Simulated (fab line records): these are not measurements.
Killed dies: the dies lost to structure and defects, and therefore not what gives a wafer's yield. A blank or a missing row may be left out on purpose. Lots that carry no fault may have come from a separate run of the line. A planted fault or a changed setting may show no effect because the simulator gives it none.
What tool caused it? | flow nand_harc | 6 lots, 18 wafers sampled, at 2 steps of a route of 1159

== WHAT THE GAUGES SHOWED, per wafer ==
NHARC_P_CONTACT_OVL_MEAS_13.
lot  | measured     | on         | overlay_x_nm (nm)
L571 | day 6 19:28  | overlay-01 | 0.2 -0.1 -0.4
L575 | day 7 14:02  | overlay-01 | 0.4 0.5 0.8
L580 | day 8 21:31  | overlay-01 | 0.7 0.7 0.9
L582 | day 9 09:42  | overlay-01 | 12.0 12.2 12.2
L587 | day 10 14:25 | overlay-02 | 0.6 0.5 0.7
L590 | day 11 05:22 | overlay-02 | 1.0 0.8 0.5

== WHICH TOOL RAN EACH LOT (tool, then ch and the chambers of the sampled wafers, then the start) ==
lot  | NHARC_P_CONTACT_EXPOSE_09
L571 | arfi_scanner-01 ch 0, day 6 19:16
L575 | arfi_scanner-02 ch 0, day 7 13:49
L580 | arfi_scanner-01 ch 0, day 8 21:17
L582 | arfi_scanner-02 ch 0, day 9 09:29
L587 | arfi_scanner-01 ch 0, day 10 14:11
L590 | arfi_scanner-03 ch 0, day 11 05:09
- NHARC_P_CONTACT_EXPOSE_09: exposes mask P CA, target cd 90 nm.

== THE ANSWER, worked out from the rows above alone ==
Rule: the usual values come from the lots themselves. The widest of any qualifying gaps counts: lots, ordered by their means at a reading, are off when they make up no more than a third of the lots, leave a main group of 4 or more, and stand apart from it by 3 or more times the standard deviation of that group's means. If all means in a main group match to the digits the tables above print for the reading, that group is not used. Also off: a lot with no number at a reading for which 4 or more lots have one. All remaining lots with rows at the step are treated as sound.
Off, at NHARC_P_CONTACT_OVL_MEAS_13 on overlay_x_nm: L582. The main group has a mean of 0.5 nm with a standard deviation of 0.32.
If a tool, at a process step before that reading, ran all the lots that are off and no sound lot after the first of them, it fits. Those tools and the gauges at NHARC_P_CONTACT_OVL_MEAS_13 are tried in the same way. 2 tools fit, arfi_scanner-02 at NHARC_P_CONTACT_EXPOSE_09 and overlay-01 at NHARC_P_CONTACT_OVL_MEAS_13, so this cannot tell which one it is.

== WHAT THE SIMULATOR HAD INSERTED ==
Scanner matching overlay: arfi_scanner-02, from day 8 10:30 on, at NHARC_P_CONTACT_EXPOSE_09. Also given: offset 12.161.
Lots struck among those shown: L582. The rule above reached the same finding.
